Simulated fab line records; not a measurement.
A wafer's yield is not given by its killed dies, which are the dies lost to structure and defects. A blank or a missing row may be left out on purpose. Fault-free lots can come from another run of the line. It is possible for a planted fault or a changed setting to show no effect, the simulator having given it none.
Chamber matching -- flow n5 finfet -- N5_BEOL_M2_ETCH_64 on rie diel-04 has 4 sister chambers
The step etches SOC in N2/H2, target depth 75 nm, overetch 22.5 nm, time 121.9 s. 27 wafers are shown with their chamber, then 12 later ones without.

== EACH WAFER AND ITS CHAMBER ==
wafer,chamber,drypump motor current A (A),throttle valve pct (%),oes product au (a.u.)
L076.3,3,6.2,18.0,0.58
L076.4,3,6.2,18.0,0.58
L076.6,2,4.9,17.8,0.53
L078.1,1,6.3,17.3,0.72
L078.3,2,4.9,17.8,0.52
L078.5,0,6.2,18.1,0.56
L079.2,1,6.3,17.4,0.71
L079.5,3,6.2,18.0,0.58
L079.6,2,4.9,17.8,0.53
L080.1,3,6.2,18.0,0.58
L080.2,2,4.9,17.8,0.52
L080.4,0,6.2,18.1,0.55
L083.1,0,6.2,18.2,0.55
L083.4,1,6.4,17.4,0.69
L083.6,3,6.1,18.0,0.57
L088.1,1,6.3,17.4,0.67
L088.3,0,6.2,18.2,0.54
L088.4,1,6.3,17.4,0.67
L089.1,2,4.9,17.4,0.73
L089.3,0,6.2,18.2,0.54
L089.6,2,4.9,17.4,0.72
L091.1,2,4.9,17.4,0.72
L091.3,0,6.2,18.2,0.54
L091.4,1,6.3,17.4,0.66
L090.1,2,4.9,17.4,0.71
L090.2,1,6.3,17.4,0.65
L090.4,3,6.2,18.1,0.56

SIGNATURES (averages over the wafers above)
reading,chamber 0,chamber 1,chamber 2,chamber 3,scatter within a chamber
drypump motor current A,6.200,6.314,4.900,6.183,0.0271
throttle valve pct,18.167,17.386,17.600,18.017,0.123
oes product au,0.5467,0.6814,0.6225,0.5750,0.0594
Rule: a wafer lies at a distance from a chamber equal to the root of the sum of squares, over the readings, of (its reading less the chamber's mean, divided by the reading's scatter). The wafer belongs to the nearest chamber; if the next one is less than 2 further off, it can't be placed. The scatter: the root of (the sum of the squares of (reading less its chamber's mean) over the shown wafers, divided by (wafers less chambers)).

== WAFERS WITHOUT THEIR CHAMBER ==
wafer,drypump motor current A (A),throttle valve pct (%),oes product au (a.u.)
L092.2,4.9,17.4,0.70
L092.3,6.3,17.4,0.65
L092.5,4.9,17.4,0.70
L095.1,6.2,18.1,0.56
L095.2,6.2,18.2,0.54
L095.3,4.9,17.4,0.69
L096.1,6.2,18.1,0.56
L096.2,6.3,17.4,0.66
L096.6,6.2,18.2,0.54
L097.1,6.2,18.1,0.55
L097.3,6.2,18.2,0.53
L097.5,6.3,17.4,0.65

== WHICH CHAMBER EACH WENT THROUGH ==
wafer,from the rows above,in truth
L092.2,2,2
L092.3,1,1
L092.5,2,2
L095.1,can't be placed: 0 or 3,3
L095.2,can't be placed: 0 or 3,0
L095.3,2,2
L096.1,can't be placed: 0 or 3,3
L096.2,1,1
L096.6,can't be placed: 0 or 3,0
L097.1,can't be placed: 0 or 3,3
L097.3,can't be placed: 0 or 3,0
L097.5,1,1
6 of 12 placed correctly. Cannot be placed on the basis of these rows: 6; the candidates contain the true chamber in 6. Wrongly placed: 0.
